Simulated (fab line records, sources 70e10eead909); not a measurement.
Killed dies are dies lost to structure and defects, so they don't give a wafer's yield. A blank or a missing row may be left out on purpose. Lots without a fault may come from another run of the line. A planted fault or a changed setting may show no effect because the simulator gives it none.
A struck lot beside a sound one | flow nand_harc | 41 steps out of a route of 1159
Sound: wafers L188.1, L188.4, L188.5. Struck: wafer L196.4. (L196.2, L196.3 of the same lot were not struck and are left out.) The cause comes at the end.
At each step with rows: each side's tool, then ch and its chambers, then its first start. Under that, the readings that differ: sound wafers | struck wafers | difference of the means | sigmas: that difference in standard deviations of wafers without a fault.
alike: readings whose means differ by less than 2 such deviations, and words and numbers that are the same on both sides. not compared: withheld readings, readings that some wafer has no value for, bounds like >300 that may hide the same value, and numbers for which the record gives no deviation and whose values overlap.
The two part at a step that has a row with sigmas, a row that says differs or no value, or rows on one side only. Numbers that don't overlap but have no deviation are shown without sigmas and don't part them. A reading that every wafer of one side lacks parts them only if that side has two wafers or more.

first, 1 step without rows for these wafers: NHARC_A_M1_DEVELOP_08 (develop time 35 s).
NHARC_A_M1_CD_MEAS_09: target cd 120 nm.
  sound on cd_sem-01 ch 0, day 20 13:32; struck on cd_sem-03 ch 0, day 22 05:47
  alike: cd_nm
NHARC_A_M1_OVL_MEAS_10: pitch 240 nm.
  sound on overlay-02, day 20 13:37; struck on overlay-02, day 22 05:52
  alike: overlay_x_nm, overlay_y_nm
NHARC_A_M1_INSPECT_11:
  sound on defect_inspect-02, day 20 13:40; struck on defect_inspect-02, day 22 05:55
  alike: raw_defect_count
then, 2 steps without rows for these wafers: NHARC_A_M1_DESCUM_14 (chemistry O2, time 3 s); NHARC_A_M1_ETCH_35 (etches the open film in N2/H2, target depth 40 nm, overetch 12 nm, time 43.94 s).
NHARC_A_M1_ETCH_15: etches the open film in C4F8/Ar, target depth 182.5 nm, time 91.2 s.
  sound on rie_diel-12 ch 1,3; struck on rie_diel-12 ch 0
  reading               | sound             | struck | difference | sigmas
  oes_product_au (a.u.) | 0.962 0.974 0.961 | 0.906  | -0.060     | -2
  alike: rf_fwd_power_W, rf_vpp_V
  not compared: rf_hours_counter_h
NHARC_A_M1_CD_MEAS_16:
  sound on cd_sem-02, day 20 14:02; struck on cd_sem-02, day 22 06:16
  alike: cd_nm
then, 1 step without rows for these wafers: NHARC_A_M1_STRIP_18 (strips in N2/H2).
NHARC_A_M1_ETCH_28: etches the open film in CF4/N2, target depth 30 nm, time 72.99 s.
  sound on rie_diel-10 ch 0,2,3; struck on rie_diel-12 ch 3
  reading               | sound             | struck | difference | sigmas
  oes_product_au (a.u.) | 1.004 0.991 0.982 | 1.020  | +0.028     | +2
  alike: drypump_motor_current_A, rf_fwd_power_W, rf_vpp_V, showerhead_plenum_p_Torr, throttle_valve_pct
  not compared: rf_hours_counter_h
then, 1 step without rows for these wafers: NHARC_A_M1_STRIP_19 (strips in post etch residue remover, time 600 s).
NHARC_A_M1_DEGAS_29: time 60 s.
  sound on pvd_sputter-03, day 20 14:46; struck on pvd_sputter-01, day 22 07:27
  alike: heater_power_w
NHARC_A_M1_PRE_CLEAN_30: time 30 s.
  sound on pvd_sputter-03, day 20 14:50; struck on pvd_sputter-01, day 22 07:31
  reading            | sound       | struck | difference | sigmas
  heater_power_w (W) | 398 388 435 | 342    | -65        | -2
then, 1 step without rows for these wafers: NHARC_A_M1_PVD_20 (deposits TaN, target thk 5 nm, time 8.06 s).
NHARC_A_M1_PVD_21: deposits Cu, target thk 30 nm, time 20.49 s.
  sound on pvd_sputter-03; struck on pvd_sputter-01
  alike: substrate_temp_c, throttle_valve_pct
then, 3 steps without rows for these wafers: NHARC_A_M1_ECD_22 (material Cu, target thk 400 nm); NHARC_A_M1_ANNEAL_31 (time 90 s); NHARC_A_M1_CMP_23 (polishes, t overpolish 20 s, target thk 154.34 nm).
NHARC_A_M1_THK_MEAS_24: measures by xrf.
  sound on film_metro-02, day 20 16:10; struck on film_metro-01, day 22 09:08
  alike: thk_nm
then, 4 steps without rows for these wafers: NHARC_A_M1_SRD_25; NHARC_A_M1_PRE_CLEAN_32 (time 12 s); NHARC_A_M1_DEP_33 (deposits SiCN, target thk 30 nm); NHARC_A_BONDPAD_DEP_00 (deposits SiCN, target thk 250 nm).
NHARC_A_BONDPAD_CMP_29: polishes SiCN, target thk 200 nm.
  sound on cmp-04 ch 0,3, day 20 17:32; struck on cmp-01 ch 0, day 22 10:43
  alike: motor_current_A, slurry_filter_dp_kPa
NHARC_A_BONDPAD_THK_MEAS_30: measures by ellipsometry.
  sound on film_metro-02, day 20 17:46; struck on film_metro-02, day 22 10:58
  alike: thk_nm
then, 10 steps without rows for these wafers: NHARC_A_BONDPAD_SRD_31; NHARC_A_BONDPAD_DEHYDRATE_01 (time 120 s); NHARC_A_BONDPAD_HMDS_02 (time 30 s); NHARC_A_BONDPAD_COAT_33 (time 65 s); NHARC_A_BONDPAD_COAT_03 (resist thk 600 nm); NHARC_A_BONDPAD_SOFTBAKE_04 (time 70 s); NHARC_A_BONDPAD_EBR_05; NHARC_A_BONDPAD_EXPOSE_06 (exposes mask A BPAD); NHARC_A_BONDPAD_PEB_07 (peb time 80 s); NHARC_A_BONDPAD_DEVELOP_08 (time 50 s).
NHARC_A_BONDPAD_CD_MEAS_09: target cd 500 nm.
  sound on cd_sem-02 ch 0, day 20 18:14; struck on cd_sem-01 ch 0, day 22 11:31
  alike: cd_nm
NHARC_A_BONDPAD_OVL_MEAS_35:
  sound on overlay-02, day 20 18:19; struck on overlay-01, day 22 11:37
  alike: overlay_x_nm, overlay_y_nm
then, 3 steps without rows for these wafers: NHARC_A_BONDPAD_HARDBAKE_10 (time 65 s); NHARC_A_BONDPAD_DESCUM_11 (chemistry O2, time 3 s); NHARC_A_BONDPAD_ETCH_34 (etches the open film in N2/H2, target depth 60 nm, overetch 18 nm, time 65.91 s).
NHARC_END_SORT_01:
  the record has rows for the struck wafers here (prober-01 ch 0, day 23 23:49) and none for the sound ones

WHERE THEY PART
First at NHARC_A_M1_ETCH_15; last, within this record, at NHARC_END_SORT_01.

WHY: what the simulator had put in
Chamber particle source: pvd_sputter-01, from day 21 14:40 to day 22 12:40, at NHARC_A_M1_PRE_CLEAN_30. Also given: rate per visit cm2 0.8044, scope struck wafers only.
